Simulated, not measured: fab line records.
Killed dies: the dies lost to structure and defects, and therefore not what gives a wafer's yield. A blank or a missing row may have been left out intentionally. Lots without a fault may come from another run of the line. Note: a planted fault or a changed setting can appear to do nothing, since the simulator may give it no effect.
fab line records	flow nand_harc
record lots=7	wafers=21	last_day=29
route steps=1159 shown A_STAIRCASE@541 END@1159
lots that met no fault: taken from a fault-free run of the same line
start_h: the number of hours between the record's first day and the start of the first shown wafer of the lot	wait_h: hours elapsed since this lot's preceding step	" the same as in the row above	L1.1+2: a row that stands for several wafers	- no value, or no start was given	* or withheld: withheld	< > ~ a bound
route shown NAME@n: names a module that has steps shown in the file, with the first one's number in the route	usual: mean and standard deviation over wafers with no fault	same: alike in all rows	chamber/n: place in a boat	sites: readings site by site	_std_site: the values' standard deviation	_edge_site: outer sites' mean less inner sites'	radius_mm: for every site, how far away it sits from the centre of the wafer	mask NAME#n: copy n	behind: tool/chamber where the wafer was last shaped	hold: reason for holding the lot/hours on hold/outcome of the hold	device: the n, p or np transistor that did not switch	end of line: tests of these same wafers at the route's end	where a step has no rows: the recipe by itself	killed: dies lost to structure and defects at the first sort, not the wafer's yield	map: dies across one wafer; x = killed, . = not, _ = none there
set.NAME: setting as actually run; set.NAME@STEP: the setting as run at that earlier step	model.NAME: the simulator's own value behind a step, which no gauge read
lots at selected steps of the route; one table per step, one row per wafer
services: the hour from which a tool's chamber was out of use, counted from the record's first day as start_h (under 0 if before that day), plus the number of hours and why
## steps
# step NHARC_A_STAIRCASE_EBR_05
# step NHARC_A_STAIRCASE_EXPOSE_06
# recipe na=0.5	dose_mj=25.43	mask_id=STAIR
# step NHARC_A_STAIRCASE_PEB_07
# recipe peb_temp_c=115	peb_time_s=130
# step NHARC_A_STAIRCASE_DEVELOP_08
# recipe time_s=140
# step NHARC_A_STAIRCASE_HARDBAKE_10
# recipe temp_c=120	time_s=140
# step NHARC_A_STAIRCASE_DESCUM_11
# recipe time_s=3	o2_flow_sccm=200	ar_flow_sccm=0	bias_power_w=0	chemistry=O2
# usual drypump_motor_current_A=5.8/0.44	oes_product_au=1.000/0.01	rf_vpp_V=57.9/0.95	showerhead_plenum_p_Torr=1.93/0.087	throttle_valve_pct=11.310/0.0082
lot.wafer	tool	chamber	start_h	wait_h	drypump_motor_current_A	oes_product_au	rf_hours_counter_h	rf_vpp_V	showerhead_plenum_p_Torr	throttle_valve_pct
L814.3	rie_diel-11	3	302.48	-	5.3	0.993	26	57.5	1.96	11.317
L814.2	"	0	"	"	6.1	1.008	26	60.1	2.07	11.306
L814.4	"	1	"	"	5.8	1.009	19	58.7	1.98	11.307
L816.4	rie_diel-11	2	306.72	-	5.9	0.988	28	55.9	1.79	11.318
L816.3	"	0	"	"	6.1	1.007	29	58.3	2.07	11.306
L816.5	"	2	"	"	5.9	0.996	-	56.7	1.79	11.317
L825.4	rie_diel-11	0	321.78	-	6.1	1.007	38	57.4	2.06	11.328
L825.3	"	1	"	"	5.8	1.015	25	57.7	1.98	11.301
L825.5	"	3	"	"	5.3	0.996	-	57.6	1.95	11.312
L828.3	rie_diel-11	1	331.25	-	5.8	1.012	32	57.7	1.98	11.310
L828.5	"	3	"	"	5.3	1.003	-	56.6	1.95	11.320
L828.6	"	0	"	"	6.0	0.996	-	58.7	2.06	11.316
L830.4	rie_diel-11	0	335.18	-	6.0	1.001	48	58.4	2.06	11.302
L830.3	"	1	"	"	5.8	1.009	34	56.6	1.98	11.295
L830.5	"	0	"	"	6.1	0.996	-	59.1	2.06	11.328
L834.2	rie_diel-04	2	350.62	-	6.4	1.006	28	58.6	1.94	11.301
L834.4	"	3	"	"	5.1	0.996	32	58.4	2.05	11.312
L834.5	"	1	"	"	5.4	1.008	-	58.7	1.94	11.308
L836.3	rie_diel-05	1	367.10	-	6.1	1.008	6	57.1	1.87	11.313
L836.2	"	0	"	"	5.2	0.996	8	58.6	1.92	11.312
L836.6	"	2	"	"	6.4	1.003	-	58.4	1.99	11.308
# step NHARC_A_STAIRCASE_TRIM_12
# recipe time_s=211.2	o2_flow_sccm=500	ar_flow_sccm=0	bias_w=0	chemistry=O2
# step NHARC_A_STAIRCASE_ETCH_13
# recipe target_depth_a=1000	time_s=40.5	ion_energy_ev=400	c4f8_flow_sccm=20	o2_flow_sccm=10	ar_flow_sccm=withheld	rf_w=600	bias_w=1000	chemistry=C4F8/O2
# usual oes_product_au=0.930/0.012	rf_vpp_V=897/5.5
lot.wafer	tool	chamber	start_h	wait_h	oes_product_au	rf_hours_counter_h	rf_vpp_V
L814.4	rie_diel-11	0	-	-	0.967	26	905
L814.2	"	2	"	"	0.929	26	886
L814.3	"	3	"	"	0.934	26	898
L816.4	rie_diel-11	3	-	-	0.930	29	898
L816.3	"	0	"	"	0.952	29	905
L816.5	"	0	"	"	0.959	-	905
L825.4	rie_diel-11	3	-	-	0.922	38	898
L825.3	"	0	"	"	0.934	38	904
L825.5	"	3	"	"	0.921	-	898
L828.3	rie_diel-11	2	-	-	0.904	40	888
L828.6	"	2	"	"	0.910	-	887
L828.5	"	3	"	"	0.915	-	900
L830.4	rie_diel-11	2	-	-	0.908	43	888
L830.3	"	0	"	"	0.918	48	905
L830.5	"	1	"	"	0.935	-	901
L834.2	rie_diel-04	0	-	-	0.941	34	892
L834.4	"	2	"	"	0.944	29	897
L834.5	"	0	"	"	0.942	-	890
L836.2	rie_diel-05	2	-	-	0.934	5	901
L836.3	"	1	"	"	0.931	6	894
L836.6	"	2	"	"	0.924	-	901
# step NHARC_A_STAIRCASE_TRIM_14
# recipe time_s=211.2	o2_flow_sccm=500	ar_flow_sccm=0	bias_w=0	chemistry=O2
# usual drypump_motor_current_A=5.8/0.44	oes_product_au=0.999/0.0099	rf_vpp_V=57.8/0.93	showerhead_plenum_p_Torr=3.57/0.15	throttle_valve_pct=17.037/0.0088
lot.wafer	tool	chamber	start_h	wait_h	drypump_motor_current_A	oes_product_au	rf_hours_counter_h	rf_vpp_V	showerhead_plenum_p_Torr	throttle_valve_pct
L814.3	rie_diel-11	3	-	-	5.3	0.989	26	57.3	3.60	17.043
L814.2	"	1	"	"	5.8	1.009	19	57.4	3.65	17.048
L814.4	"	2	"	"	5.9	0.980	26	57.8	3.32	17.041
L816.4	rie_diel-11	1	-	-	5.9	1.003	22	57.6	3.64	17.038
L816.3	"	2	"	"	5.9	0.982	28	56.6	3.32	17.042
L816.5	"	1	"	"	5.9	1.010	-	56.7	3.64	17.033
L825.4	rie_diel-11	0	-	-	6.1	1.011	38	59.0	3.79	17.029
L825.3	"	1	"	"	5.8	0.991	25	57.6	3.64	17.039
L825.5	"	2	"	"	5.9	0.982	-	56.4	3.32	17.032
L828.3	rie_diel-11	3	-	-	5.3	1.008	45	56.9	3.59	17.041
L828.6	"	1	"	"	5.9	1.016	-	57.6	3.64	17.040
L828.5	"	2	"	"	5.9	0.996	-	58.3	3.31	17.043
L830.3	rie_diel-11	3	-	-	5.3	0.997	47	58.6	3.59	17.031
L830.4	"	0	"	"	6.1	1.010	48	60.3	3.78	17.049
L830.5	"	2	"	"	5.9	0.983	-	56.0	3.31	17.048
L834.2	rie_diel-04	1	-	-	5.4	1.013	33	58.3	3.58	17.018
L834.4	"	3	"	"	5.1	0.991	32	55.7	3.77	17.034
L834.5	"	1	"	"	5.4	1.003	-	58.3	3.58	17.044
L836.2	rie_diel-05	3	-	-	5.5	1.001	9	57.1	3.38	17.034
L836.3	"	1	"	"	6.1	0.998	8	58.0	3.45	17.044
L836.6	"	0	"	"	5.3	0.997	-	58.1	3.53	17.039
# step NHARC_A_STAIRCASE_ETCH_15
# recipe target_depth_a=1000	time_s=40.5	ion_energy_ev=400	c4f8_flow_sccm=20	o2_flow_sccm=10	ar_flow_sccm=withheld	rf_w=600	bias_w=1000	chemistry=C4F8/O2
# usual oes_product_au=0.935/0.012	rf_vpp_V=897/5.5
lot.wafer	tool	chamber	start_h	wait_h	oes_product_au	rf_hours_counter_h	rf_vpp_V
L814.2	rie_diel-11	3	-	-	0.926	26	899
L814.4	"	1	"	"	0.930	19	901
L814.3	"	2	"	"	0.926	26	887
L816.3	rie_diel-11	0	-	-	0.934	29	905
L816.4	"	2	"	"	0.909	28	889
L816.5	"	0	"	"	0.934	-	906
L825.4	rie_diel-11	1	-	-	0.942	25	899
L825.3	"	2	"	"	0.914	34	889
L825.5	"	1	"	"	0.936	-	901
L828.3	rie_diel-11	2	-	-	0.908	41	888
L828.5	"	2	"	"	0.906	-	888
L828.6	"	3	"	"	0.926	-	899
L830.4	rie_diel-11	3	-	-	0.925	47	900
L830.3	"	2	"	"	0.915	43	887
L830.5	"	0	"	"	0.947	-	905
L834.4	rie_diel-04	1	-	-	0.939	33	897
L834.2	"	3	"	"	0.934	32	905
L834.5	"	1	"	"	0.954	-	897
L836.3	rie_diel-05	2	-	-	0.942	7	899
L836.2	"	3	"	"	0.928	9	891
L836.6	"	2	"	"	0.927	-	900
# step NHARC_A_STAIRCASE_TRIM_16
# recipe time_s=211.2	o2_flow_sccm=500	ar_flow_sccm=0	bias_w=0	chemistry=O2
# step NHARC_A_STAIRCASE_ETCH_17
# recipe target_depth_a=1000	time_s=40.5	ion_energy_ev=400	c4f8_flow_sccm=20	o2_flow_sccm=10	ar_flow_sccm=withheld	rf_w=600	bias_w=1000	chemistry=C4F8/O2
# usual oes_product_au=0.935/0.012	rf_vpp_V=897/5.6
lot.wafer	tool	chamber	start_h	wait_h	oes_product_au	rf_hours_counter_h	rf_vpp_V
L814.3	rie_diel-11	3	303.43	-	0.929	26	898
L814.2	"	0	"	"	0.942	26	906
L814.4	"	1	"	"	0.952	20	900
L816.3	rie_diel-11	0	307.67	-	0.941	29	905
L816.5	"	0	"	"	0.930	-	905
L816.4	"	3	"	"	0.935	-	898
L825.4	rie_diel-11	1	322.68	-	0.925	26	899
L825.3	"	2	"	"	0.908	34	888
L825.5	"	1	"	"	1.086	-	903
L828.3	rie_diel-11	0	332.51	-	0.930	46	905
L828.6	"	1	"	"	0.942	-	900
L828.5	"	2	"	"	1.072	-	887
L830.3	rie_diel-11	3	336.24	-	0.939	48	898
L830.4	"	1	"	"	0.945	35	900
L830.5	"	0	"	"	1.106	-	904
L834.2	rie_diel-04	3	351.43	-	0.938	33	906
L834.4	"	0	"	"	0.944	34	891
L834.5	"	2	"	"	0.933	-	897
L836.3	rie_diel-05	2	370.23	-	0.930	7	899
L836.2	"	3	"	"	0.928	9	891
L836.6	"	1	"	"	0.930	-	895
# step NHARC_A_STAIRCASE_TRIM_18
# recipe time_s=211.2	o2_flow_sccm=500	ar_flow_sccm=0	bias_w=0	chemistry=O2
# usual drypump_motor_current_A=5.8/0.45	oes_product_au=0.999/0.0099	rf_vpp_V=57.9/0.92	showerhead_plenum_p_Torr=3.57/0.15	throttle_valve_pct=17.038/0.0097
lot.wafer	tool	chamber	start_h	wait_h	drypump_motor_current_A	oes_product_au	rf_hours_counter_h	rf_vpp_V	showerhead_plenum_p_Torr	throttle_valve_pct
L814.2	rie_diel-11	0	-	-	6.1	1.008	27	58.3	3.79	17.036
L814.4	"	1	"	"	5.8	1.007	20	58.2	3.65	17.032
L814.3	"	2	"	"	5.9	0.973	26	56.9	3.32	17.037
L816.3	rie_diel-11	2	-	-	5.9	0.986	29	57.6	3.32	17.045
L816.5	"	3	"	"	5.3	0.988	-	57.8	3.60	17.034
L816.4	"	0	"	"	6.1	1.002	-	58.8	3.79	17.032
L825.3	rie_diel-11	3	-	-	5.3	1.005	39	57.8	3.59	17.031
L825.4	"	1	"	"	5.8	1.012	26	58.4	3.64	17.049
L825.5	"	3	"	"	5.3	0.997	-	59.9	3.59	17.050
L828.3	rie_diel-11	2	-	-	5.9	0.975	41	57.5	3.31	17.030
L828.6	"	1	"	"	5.8	1.017	-	58.1	3.64	17.028
L828.5	"	2	"	"	5.9	0.980	-	57.4	3.31	17.046
L830.4	rie_diel-11	2	-	-	5.9	0.985	43	57.0	3.31	17.044
L830.3	"	3	"	"	5.3	1.003	48	58.3	3.59	17.038
L830.5	"	2	"	"	5.9	0.986	-	56.7	3.31	17.029
L834.2	rie_diel-04	3	-	-	5.1	0.991	33	59.3	3.76	17.051
L834.4	"	1	"	"	5.4	1.002	33	59.6	3.58	17.041
L834.5	"	3	"	"	5.1	0.995	-	58.5	3.76	17.057
L836.2	rie_diel-05	1	-	-	6.1	1.014	9	57.2	3.45	17.029
L836.3	"	2	"	"	6.5	1.004	7	59.2	3.65	17.040
L836.6	"	0	"	"	5.3	0.993	-	57.5	3.53	17.031
# step NHARC_END_SORT_01
# recipe temp_c=25
# usual killed_at_array=29/11	killed_at_other=0.5/0.85	killed_at_periphery=3.0/2.3	killed_dies=33/12	killed_open=3.3/1.9	killed_short=2.0/1.5
# same gross_dies=677
lot.wafer	tool	chamber	start_h	wait_h	killed_at_array	killed_at_other	killed_at_periphery	killed_dies	killed_open	killed_short
L828.3	prober-01	0	620.26	3.1	27	1	4	32	2	2
L828.5	prober-01	0	621.87	3.7	669	1	1	671	2	2
L828.6	prober-01	0	622.67	4.0	30	0	2	32	0	2
L825.5	prober-02	0	626.34	3.7	671	0	0	671	1	0
L830.5	prober-01	0	653.18	3.7	663	0	3	666	6	4
# killed by level:class
L828.3 A_SLIT:chamber_film_flake=12 A_CHANNEL_HOLE_D1:chamber_film_flake=8 A_M0:chamber_film_flake=3 P_STI:chamber_film_flake=2 P_CONTACT:geometric_particle:open=1 A_ONON_D1:geometric_particle:short=1 A_CONTACT:geometric_particle:open=1 P_ZERO_WELL:chamber_film_flake=1
L828.5 A_STAIRCASE:area_etch=631 A_SLIT:chamber_film_flake=14 A_CHANNEL_HOLE_D1:chamber_film_flake=11 A_M0:chamber_film_flake=4 A_ZERO_WELL:chamber_film_flake=2 A_STAIRCASE:chamber_film_flake=2 A_CHANNEL_HOLE_D1:geometric_particle:short=1 A_WL_FILL:geometric_particle:short=1
L828.6 A_SLIT:chamber_film_flake=16 A_CHANNEL_HOLE_D1:chamber_film_flake=8 A_STAIRCASE:chamber_film_flake=2 A_WL_FILL:chamber_film_flake=2 A_CHANNEL_HOLE_D1:geometric_particle:short=1 A_WL_FILL:geometric_particle:short=1 P_STI:chamber_film_flake=1 P_M2:chamber_film_flake=1
L825.5 A_STAIRCASE:area_etch=652 A_CONTACT:chamber_film_flake=6 A_CHANNEL_HOLE_D1:chamber_film_flake=5 A_STAIRCASE:chamber_film_flake=4 A_M0:chamber_film_flake=2 A_SGD_CUT:geometric_particle:open=1 A_SLIT:chamber_film_flake=1
L830.5 A_STAIRCASE:area_etch=627 A_CHANNEL_HOLE_D1:chamber_film_flake=22 A_STAIRCASE:chamber_film_flake=5 P_CONTACT:geometric_particle:open=2 A_CONTACT:geometric_particle:short=2 P_M0:geometric_particle:short=1 A_CHANNEL_FILL_D1:geometric_particle:open=1 A_STAIRCASE:geometric_particle:short=1
# map L825.5 (x killed, . not)
____________x____________
_________xxxxxxx_________
_______xxxxxxxxxxx_______
______xxxxxxxxxxxxx______
_____xxxxxxxxxxxxxxx_____
____xxxxxxxxxxxxxxxxx____
____xxxxxxxxxxxxxxxxx____
___xxxxxxxxxxxxxxxxxxx___
___xxxxxxxxxxxxxxxxxxx___
__xxxxxxxxxxxxxxxxxxxxx__
__xxxxxxxxxxxxxxxxxxxxx__
_xxxxxxxxxxxxxxxxxxxxxxx_
_xxxxxxxxxxxxxxxxxxxxxxx_
_xxxxxxxxxx.xxxxxxxxxxxx_
_xxx.xxxxxxxxxxxxxxxxxxx_
_xxxxxxxxxxxxxxxxxxxxxxx_
xxxxxxxxxxxxxxxxxxxxxxxxx
xxxxxxxxxxxxxxxxxxxxxxxxx
xxxxxxxxxxxxxxxxxxxxxxxxx
xx.xxxxxxxxxxxxxxxxxxxxxx
xxxxxxxxxxx.xxxxxxxxxxxxx
_xxxxxxxxxxxxxxxxxxxxxxx_
_xxxxxxxx.xxxxxxxxxxxxxx_
_xxxxxxxxxxxxxxxxxxxxxxx_
_xxxxxxxxxxxxxxxxxxxxxxx_
_xxxxxxxxxxxxxxxxxxxxxxx_
__xxxxxxxxxxxxxxxxxxxxx__
__xxxxxxxxxxxxxxxxxxxxx__
___xxxxxxxxxxxxxxxxxxx___
___xxxx.xxxxxxxxxxxxxx___
____xxxxxxxxxxxxxxxxx____
____xxxxxxxxxxxxxxxxx____
_____xxxxxxxxxxxxxxx_____
______xxxxxxxxxxxxx______
_______xxxxxxxxxxx_______
_________xxxxxxx_________
____________x____________
# map L828.5 (x killed, . not)
____________.____________
_________xxxxxxx_________
_______xxxxxxxxxxx_______
______.xxxxxxxxxxxx______
_____xxxxxxxxxxxxxxx_____
____xxxxxxxxxxxxxxxxx____
____xxxxxxxxxxxxxxxxx____
___xxxxxxxxxxxxxxxxxxx___
___xxxxxxxxxxxxxxxxxxx___
__xxxxxxxxxxxxxxxxxxxxx__
__xxxxxxxxxxxxxxxxxxxxx__
_xxxxxxxxxxxxxxxxxxxxxxx_
_xxxxxxxxxxxxxxxxxxxxxxx_
_xxxxxxxxxxxxxxxxxxxxxxx_
_xxxxxxxxxxxxxxxxxxxxxxx_
_xxxxxxxxxxxxxxxxxxxxxxx_
.xxxxxxxxxxxxxxxxxxxxxxxx
.xxxxxxxxxxxxxxxxxxxxxxxx
xxxxxxxxxxxxxxxxxxxxxxxxx
xxxxxxxxxxxxxxxxxxxxxxxxx
x.xxxxxxxxxxxxxxxxxxxxxxx
_xxxxxxxxxxxxxxxxxxxxxxx_
_xxxxxxxxxxxxxxxxxxxxxxx_
_xxxxxxxxxxxxxxxxxxxxxxx_
_xxxxxxxxxxxxxxxxxxxxxxx_
_xxxxxxxxxxxxxxxxxxxxxxx_
__xxxxxxxxxxxxxxxxxxxxx__
__xxxxxxxxxxxxxxxxxxxxx__
___xxxxxxxxxxxxxxxxxxx___
___xxxxxxxxxxxxxxxxxxx___
____xxxxxxxxxxxxxxxxx____
____xxxxxxxxxxxxxxxxx____
_____xxxxxxxxxxxxxxx_____
______xxxxxxxxxxxxx______
_______xxxxxxxxxxx_______
_________.xxxxxx_________
____________x____________
## services
tool	chamber	start_h	hours	kind
rie_diel-04	-	289.00	9.0	pm
rie_diel-11	0	296.68	-	clean
rie_diel-11	1	296.68	-	clean
rie_diel-11	2	296.68	-	clean
rie_diel-11	3	296.68	-	clean
rie_diel-05	1	303.01	3.9	repair
rie_diel-11	1	307.64	8.5	repair
rie_diel-11	0	321.24	-	clean
rie_diel-11	1	321.24	-	clean
rie_diel-11	2	321.24	-	clean
rie_diel-11	3	321.24	-	clean
rie_diel-05	-	341.18	9.0	pm
rie_diel-11	0	345.77	-	clean
rie_diel-11	1	345.77	-	clean
rie_diel-11	2	345.77	-	clean
rie_diel-11	3	345.77	-	clean
rie_diel-11	3	357.74	-	consumable_replace:focus_ring
rie_diel-11	3	357.74	9.0	scheduled_down
rie_diel-11	3	357.74	9.0	vent_cycle
rie_diel-11	-	367.63	9.0	pm
rie_diel-11	0	367.63	9.0	vent_cycle
rie_diel-11	1	367.63	9.0	vent_cycle
rie_diel-11	2	367.63	9.0	vent_cycle
rie_diel-11	3	367.63	9.0	vent_cycle
## key
first_sign step=NHARC_A_STAIRCASE_ETCH_17	reading=oes_product_au	direction=up	sigmas=13	usual=0.935	struck=1.088
effect step=NHARC_END_SORT_01	reading=killed_at_array	direction=up	sigmas=59	usual=29	struck=668
more_kills_born_at NHARC_A_STAIRCASE_ETCH_17@rie_diel-11=1910
met_at NHARC_A_STAIRCASE_ETCH_17
struck_wafers L825.5,L828.5,L830.5
later_rows_left_out L825.5,L828.5,L830.5
tester_left_out L825,L828,L830
onset_between 307.67 322.68
fault kind=process_parameter_drift	tool=rie_diel-11	chamber=-	onset_h=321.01	steps=NHARC_A_STAIRCASE_ETCH_17	channel=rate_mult	offset=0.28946	shape=step	end_h=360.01	scope=struck_wafers_only
# tester_left_out: of these lots the tester's yield and bins aren't shown, on N5 and GAA mostly nor the transistor test; their killed dies are dies lost to structure and defects alone, not to doping, threshold or leakage, so they don't give the yield
# later_rows_left_out: the simulator's readings of these wafers behind a module that went badly wrong aren't trusted and aren't shown, but for the sort
